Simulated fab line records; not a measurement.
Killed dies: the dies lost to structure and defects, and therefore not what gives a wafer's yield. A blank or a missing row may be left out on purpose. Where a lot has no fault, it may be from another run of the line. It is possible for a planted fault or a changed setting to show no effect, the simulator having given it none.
Matching of chambers / flow n5-finfet / cvd-co-02 running N5_BEOL_M2_CO_CAP_55: 3 sister chambers
The step material Co, precursor CCTBA/H2, target thk 2 nm, time 102.1 s. 3 wafers are shown with their chamber, then 11 later ones without.

WAFERS PAIRED WITH THEIR CHAMBERS
wafer=L090.4; chamber=0; heater-power-w (W)=221
wafer=L088.4; chamber=2; heater-power-w (W)=230
wafer=L091.1; chamber=1; heater-power-w (W)=225

WAFERS WHOSE CHAMBER IS MISSING
wafer=L091.2; heater-power-w (W)=233
wafer=L091.4; heater-power-w (W)=222
wafer=L096.3; heater-power-w (W)=226
wafer=L096.5; heater-power-w (W)=223
wafer=L096.6; heater-power-w (W)=218
wafer=L094.3; heater-power-w (W)=223
wafer=L094.4; heater-power-w (W)=220
wafer=L094.6; heater-power-w (W)=232
wafer=L095.2; heater-power-w (W)=223
wafer=L095.5; heater-power-w (W)=224
wafer=L095.6; heater-power-w (W)=222

EACH ONE'S CHAMBER
wafer=L091.2; from the rows above=2; in truth=2
wafer=L091.4; from the rows above=can't be placed: 0 or 1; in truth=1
wafer=L096.3; from the rows above=can't be placed: 1 or 2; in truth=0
wafer=L096.5; from the rows above=can't be placed: 0 or 1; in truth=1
wafer=L096.6; from the rows above=0; in truth=0
wafer=L094.3; from the rows above=can't be placed: 0 or 1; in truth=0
wafer=L094.4; from the rows above=0; in truth=0
wafer=L094.6; from the rows above=2; in truth=2
wafer=L095.2; from the rows above=can't be placed: 0 or 1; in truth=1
wafer=L095.5; from the rows above=can't be placed: 1 or 0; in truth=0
wafer=L095.6; from the rows above=can't be placed: 0 or 1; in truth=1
4 of 11 placed correctly. Not placeable from these rows: 7 (in 6, the candidates include the true chamber). 0 placed wrongly.
How it was worked out, from the rows above alone: a wafer's distance from a chamber is the root of the sum, over the readings, of the square of ((its reading less the chamber's mean) divided by the reading's scatter). If the next closest chamber is less than 2 further off than the closest, the wafer can't be placed; otherwise it belongs to the closest. The mean given for a chamber averages the wafers shown for that chamber. The scatter (one wafer shown for each chamber): square how far every hidden wafer sits from the nearest shown wafer, average those squares and take the square root.
